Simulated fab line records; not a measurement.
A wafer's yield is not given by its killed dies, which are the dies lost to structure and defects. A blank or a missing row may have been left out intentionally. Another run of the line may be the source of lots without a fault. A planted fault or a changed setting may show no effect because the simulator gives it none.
Comparing a struck lot with a sound one | flow nand harc | 14 steps out of a route of 1159
Sound: these wafers, L787.2, L787.4, L787.5. The struck wafers were L783.2, L783.4, L783.5. The cause comes at the end.
For every step that has rows: the tool of each side, followed by ch and its chambers, followed by its first start. Under that, the readings that differ: sound wafers | struck wafers | difference of the means | sigmas: that difference in standard deviations of wafers without a fault.
alike: a reading whose means differ by less than 2 such deviations, as well as words and numbers matching on both sides. not compared: withheld readings; readings where some wafer has no value; bounds like >300 that might hide an equal value; numbers whose values overlap and for which the record gives no deviation.
The two part at a step that has a row with sigmas, a row that says differs or no value, or rows on one side only. When numbers do not overlap yet have no deviation, they are printed without sigmas and do not part them. A reading missing from all wafers of one side parts the sides only when that side holds two or more wafers.

first, 5 steps without rows for these wafers: NHARC_A_STAIRCASE_EBR_213; NHARC_A_STAIRCASE_EXPOSE_214 (exposes mask STAIR 3); NHARC_A_STAIRCASE_PEB_215 (peb time 130 s); NHARC_A_STAIRCASE_DEVELOP_216 (time 140 s); NHARC_A_STAIRCASE_HARDBAKE_218 (time 140 s).
NHARC_A_STAIRCASE_DESCUM_219: chemistry O2, time 3 s.
  sound on rie diel-02 ch 1,2,3, day 15 18:59; struck on rie diel-06 ch 1,2, day 14 20:00
  alike: drypump motor current A, mfc ar sccm, oes product au, rf vpp V, showerhead plenum p Torr, throttle valve pct
  not compared: rf hours counter h
NHARC_A_STAIRCASE_TRIM_220: chemistry O2, time 211.2 s.
  sound on rie diel-02 ch 1,3, day 15 19:04; struck on rie diel-06 ch 1,2,3, day 14 20:06
  alike: drypump motor current A, mfc ar sccm, oes product au, rf vpp V, showerhead plenum p Torr, throttle valve pct
  not compared: rf hours counter h
then, 1 step without rows for these wafers: NHARC_A_STAIRCASE_ETCH_221 (etches the open film in C4F8/O2, target depth 100 nm, time 40.5 s).
NHARC_A_STAIRCASE_TRIM_222: chemistry O2, time 211.2 s.
  sound: rie diel-02 ch 1,2,3; struck: rie diel-06 ch 0,1,3
  alike: drypump motor current A, mfc ar sccm, oes product au, rf vpp V, showerhead plenum p Torr, throttle valve pct
  not compared: rf hours counter h
NHARC_A_STAIRCASE_ETCH_223: etches the open film in C4F8/O2, target depth 100 nm, time 40.5 s.
  sound: rie diel-02 ch 1,3; struck: rie diel-06 ch 0,2
  alike: bias w, chamber pressure mTorr, oes product au, rf vpp V
  not compared: rf hours counter h
NHARC_A_STAIRCASE_TRIM_224: chemistry O2, time 211.2 s.
  sound: rie diel-02 ch 1,3; struck: rie diel-06 ch 0,1,3
  alike: drypump motor current A, mfc ar sccm, oes product au, rf vpp V, showerhead plenum p Torr, throttle valve pct
  not compared: rf hours counter h
NHARC_A_STAIRCASE_ETCH_225: etches the open film in C4F8/O2, target depth 100 nm, time 40.5 s.
  sound on rie diel-02 ch 1,3, day 15 19:51; struck on rie diel-06 ch 0,2,3, day 14 20:42
  no value came back on the struck wafers for bias w (W), chamber pressure mTorr (mTorr), oes product au (a.u.), rf vpp V (V); on the sound wafers bias w (W) reads 998.7 1003.3 996.5
  not compared: rf hours counter h
then, 1 step without rows for these wafers: NHARC_A_STAIRCASE_TRIM_226 (chemistry O2, time 211.2 s).
-- the record jumps here: 8 days lie between the struck wafers' starts before and after (it left off in module A_STAIRCASE and takes up again in module END, whose first step shown is number 1159 of the route) --
NHARC_END_SORT_01:
  at this point the record logs the struck wafers (prober-01 ch 0, day 22 18:46) and has no rows for the sound ones

WHERE THEY PART
Earliest at NHARC_A_STAIRCASE_ETCH_225; latest, in this record, at NHARC_END_SORT_01.

WHY: whatever the simulator had introduced
Beginning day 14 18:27, the whole step at NHARC_A_STAIRCASE_ETCH_225 was skipped on rie diel-06. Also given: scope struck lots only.
